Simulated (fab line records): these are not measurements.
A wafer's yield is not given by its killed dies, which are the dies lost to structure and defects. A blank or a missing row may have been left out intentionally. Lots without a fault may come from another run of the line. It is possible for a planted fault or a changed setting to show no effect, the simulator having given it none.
Chamber matching ; flow n5 finfet ; N5_BEOL_M10_DESCUM_16 on rie diel-02 has 4 sister chambers
The step chemistry O2, time 7.9 s. 20 wafers are shown with their chamber, then 10 later ones without.

EACH WAFER AND ITS CHAMBER
wafer;chamber;drypump motor current A (A);showerhead plenum p Torr (Torr);oes product au (a.u.)
L074.1;3;6.1;2.04;0.96
L074.4;0;5.5;2.23;0.87
L074.6;1;6.3;2.02;0.76
L075.1;1;6.3;2.02;0.76
L075.2;3;6.1;2.04;0.95
L075.4;2;5.8;2.13;0.87
L076.1;0;5.5;2.23;0.87
L076.3;3;6.1;2.03;0.92
L076.5;2;5.8;2.13;0.87
L079.1;0;5.5;2.23;0.86
L079.2;1;6.3;2.02;0.76
L079.4;2;5.8;2.13;0.85
L081.1;3;6.1;2.03;0.91
L081.5;3;6.1;2.03;0.91
L081.6;2;5.8;2.13;0.85
L087.1;2;5.8;2.12;0.83
L087.2;0;5.5;2.22;0.82
L087.5;1;6.4;2.01;0.74
L089.1;0;5.5;2.22;0.83
L089.3;3;6.1;2.03;0.89

SIGNATURES (means of the wafers above)
reading;chamber 0;chamber 1;chamber 2;chamber 3;scatter within a chamber
drypump motor current A;5.500;6.325;5.800;6.100;0.0217
showerhead plenum p Torr;2.2260;2.0175;2.1280;2.0333;0.00505
oes product au;0.8500;0.7550;0.8540;0.9233;0.0211
Rule: distance of a wafer from a chamber = root of the sum over the readings of ((wafer's reading minus chamber's mean) / reading's scatter) squared. If the next closest chamber is less than 2 further off than the closest, the wafer can't be placed; otherwise it belongs to the closest. The scatter: the root of (the sum of the squares of (reading less its chamber's mean) over the shown wafers, divided by (wafers less chambers)).

WAFERS WITHOUT THEIR CHAMBER
wafer;drypump motor current A (A);showerhead plenum p Torr (Torr);oes product au (a.u.)
L089.4;5.8;2.12;0.83
L093.1;6.1;2.02;0.87
L093.3;5.8;2.12;0.82
L093.4;6.3;2.01;0.74
L095.1;5.5;2.21;0.82
L095.2;5.8;2.12;0.82
L095.3;6.1;2.02;0.87
L096.1;6.3;2.01;0.73
L096.4;5.5;2.21;0.81
L096.5;6.3;2.01;0.73

EACH ONE'S CHAMBER
wafer;from the rows above;in truth
L089.4;2;2
L093.1;3;3
L093.3;2;2
L093.4;1;1
L095.1;0;0
L095.2;2;2
L095.3;3;3
L096.1;1;1
L096.4;0;0
L096.5;1;1
Correct placement for 10 of the 10. Number that these rows cannot place: 0. Placed wrongly: 0.
